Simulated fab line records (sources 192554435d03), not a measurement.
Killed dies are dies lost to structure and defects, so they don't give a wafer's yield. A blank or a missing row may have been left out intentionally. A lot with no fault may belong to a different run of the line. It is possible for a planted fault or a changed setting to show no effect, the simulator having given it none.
Code-filled problem report in 8D (eight disciplines) form / flow n5 finfet / the parts of the form that need people (team, actions taken, sign-off) are left out

== 1. THE ISSUE ==
killed at front end at N5_PASSIVATION_PROBE_49 reads a mean of 182 on 1 wafer of 1 lot; wafers without a fault read 38 with a standard deviation of 10. Relative to the usual mean, that is a shift of +14 standard deviations.
Seen first at day 16 05:25 on prober-01, wafer L118.5. The record holds 6 wafers of 2 lots with a number at this step. Rule for "out" (also "out of limits"): further than 4 standard deviations from the usual mean. All remaining wafers that have a number are taken as sound.

== 2. WHAT IT IS; WHAT IT IS NOT ==
question=which readings at this step | is=killed at front end, defect limited yield, killed dies, sort_bin_5_function, sort n pass, sort yield pct | is not=killed_at_M0_to_M3, killed_at_M4_up, killed at contacts, killed at other, killed open, killed short, sort_bin_6_memory, sort_bin_8_speed
question=which lots | is=L118 | is not=L120
question=which wafers of those lots | is=L118.5 | is not=L118.1, L118.6
question=read on which tools | is=prober-01 | is not=-
question=when | is=from day 16 05:25 | is not=up to then (1 sound wafer); but 4 sound wafers of L118, L120 came after

== 3. WHAT RULES OUT EACH SUSPECT ==
Counting: any tool at a process step up to the reading remains a suspect provided it ran every lot that is out. Sound lots after the first of them don't rule it out here, since some wafers of a struck lot are sound.
- ald metal-03 at N5_HKMG_FIN_ALD_71 (deposits TiN, target thk 1 nm, pulse time 1 s, purge time 3 s): kept. It ran the lot that is out, L118 (day 8 04:08).
- rie diel-06 at N5_PASSIVATION_DESCUM_12 (chemistry O2, time 7.9 s): kept. It ran the lot that is out, L118 (day 15 21:19).
- prober-01 at N5_PASSIVATION_PROBE_49: kept. It ran the lot that is out, L118 (day 16 05:13). On those wafers its own readings are out: defect limited yield, killed at front end, killed dies, sort_bin_5_function, sort n pass, sort yield pct.
- Within ald metal-03 at N5_HKMG_FIN_ALD_71: the wafers that are out ran in chamber 1; their sound lot-mates ran in chambers 2, 3.
- Within rie diel-06 at N5_PASSIVATION_DESCUM_12: the wafers that are out ran in chamber 2; their sound lot-mates ran in chambers 1, 3.
After the count, these remain: ald metal-03 at N5_HKMG_FIN_ALD_71, rie diel-06 at N5_PASSIVATION_DESCUM_12 and prober-01 at N5_PASSIVATION_PROBE_49.

== 4. THE CAUSE (what the simulator had put in) ==
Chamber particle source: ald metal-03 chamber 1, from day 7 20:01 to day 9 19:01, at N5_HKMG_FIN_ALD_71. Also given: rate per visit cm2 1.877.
Counting left 3 suspects, and this tool is among them.

== 5. SEQUENCE OF EFFECTS, ordered by route ==
Each row: a reading whose mean over the struck wafers that have a number lies more than 3 standard deviations from the usual. Only readings for which the record gives a usual standard deviation are gone through. hours: the time from each lot's start at the first step in this table that gives one to its start at this step, as a median over the lots. sigmas: the change in usual standard deviations.
hours=0; step=N5_PASSIVATION_PROBE_49; reading=defect limited yield; usual=91.5 %; on struck wafers=81.0; change=-10.5; sigmas=-7.0
hours=0; step=N5_PASSIVATION_PROBE_49; reading=killed at front end; usual=38; on struck wafers=182; change=+144; sigmas=+14
hours=0; step=N5_PASSIVATION_PROBE_49; reading=killed dies; usual=100; on struck wafers=224; change=+124; sigmas=+6.9
hours=0; step=N5_PASSIVATION_PROBE_49; reading=sort_bin_5_function; usual=5.0 %; on struck wafers=10.9; change=+5.9; sigmas=+5.9
hours=0; step=N5_PASSIVATION_PROBE_49; reading=sort n pass; usual=1080; on struck wafers=956; change=-124; sigmas=-6.9
hours=0; step=N5_PASSIVATION_PROBE_49; reading=sort yield pct; usual=91.5 %; on struck wafers=81.0; change=-10.5; sigmas=-7.0
The process steps in it:
- N5_PASSIVATION_PROBE_49

== 6. HOW IT WOULD HAVE BEEN CAUGHT EARLIER ==
The fault began at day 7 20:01; the first out-of-limits reading in this record came at day 16 05:25, 201 hours later.
Tool readings at N5_HKMG_FIN_ALD_71 with a usual standard deviation given in the record: none out on any struck wafer, hence no alarm at a limit of 4 standard deviations on them.
Each of the lots that are out, 1 in all, had begun N5_HKMG_FIN_ALD_71 on ald metal-03 no later than day 16 05:25. None of them would have been spared by holding the tool at that moment.
